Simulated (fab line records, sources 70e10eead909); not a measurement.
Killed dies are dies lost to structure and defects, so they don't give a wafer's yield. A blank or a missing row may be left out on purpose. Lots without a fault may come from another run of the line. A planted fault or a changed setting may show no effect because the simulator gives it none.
One fault seen from 2 desks | flow nand_harc | each desk has only its own numbers; what lay behind them comes last

THE METROLOGY DESK
What the gauges read, lot by lot, whatever tool the lot ran on: means of the sampled wafers that have a number. A lot is out of limits, marked OUT, if its mean lies more than 4 standard deviations from the usual mean; the brackets give that distance.
Columns: A = cd_nm at NHARC_A_BLC_CD_MEAS_10, usual 100.1 nm
lot  | first seen here | A
L455 | day 17 12:49    | 100.3
L454 | day 17 13:26    | 99.6
L453 | day 17 16:51    | 100.2
L456 | day 18 10:53    | 100.4
L464 | day 20 10:13    | 88.7 (-22) OUT
L465 | day 20 10:53    | 99.7
L469 | day 21 10:43    | 99.5
L468 | day 21 11:36    | 99.6
L467 | day 21 14:25    | 91.0 (-17) OUT
L473 | day 22 01:01    | 100.3
L475 | day 22 01:43    | 99.5
L476 | day 23 09:49    | 100.2
This desk's finding: out of limits on L464, L467; first on L464, day 20 10:13 (cd_nm at NHARC_A_BLC_CD_MEAS_10). In limits: L455, L454, L453, L456, L465, L469, L468, L473, L475, L476.

THE TOOL OWNER'S DESK: litho_track-01
The tool's own readings at NHARC_A_BLC_PEB_08 (peb time 65 s): means of the sampled wafers that have a number, for each lot that ran on this tool. A lot is out of limits, marked OUT, if its mean lies more than 4 standard deviations from the usual mean; the brackets give that distance.
Columns: A = chill_plate_temp_C at NHARC_A_BLC_PEB_08, usual 22.99 C; B = heater_power_total_W at NHARC_A_BLC_PEB_08, usual 156.7 W; C = plate_temp_C at NHARC_A_BLC_PEB_08, usual 100.01 C
lot  | first seen here | A     | B               | C
L455 | day 17 12:44    | 22.91 | 156.9           | 99.83
L453 | day 17 16:46    | 22.94 | 156.8           | 100.14
L464 | day 20 10:08    | 23.08 | 149.9 (-17) OUT | 97.15 (-20) OUT
L467 | day 21 14:20    | 23.06 | 150.4 (-16) OUT | 97.12 (-21) OUT
This desk's finding: out of limits on L464, L467; first on L464, day 20 10:08 (heater_power_total_W at NHARC_A_BLC_PEB_08). In limits: L455, L453.

PUT TOGETHER
The tool owner's desk could have raised an alarm at day 20 10:08, on L464, L467.
The metrology desk could have raised an alarm at day 20 10:13, on L464, L467.
Of the lots named, all ran NHARC_A_BLC_PEB_08 on litho_track-01.

WHAT THE SIMULATOR HAD PUT IN
Process parameter drift: litho_track-01, from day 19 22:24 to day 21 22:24, at NHARC_A_BLC_PEB_08. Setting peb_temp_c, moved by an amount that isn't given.
Lots struck among those shown: L464, L467.
Hours from the fault's start to each desk's first reading out of limits: the tool owner's desk, 12; the metrology desk, 12.
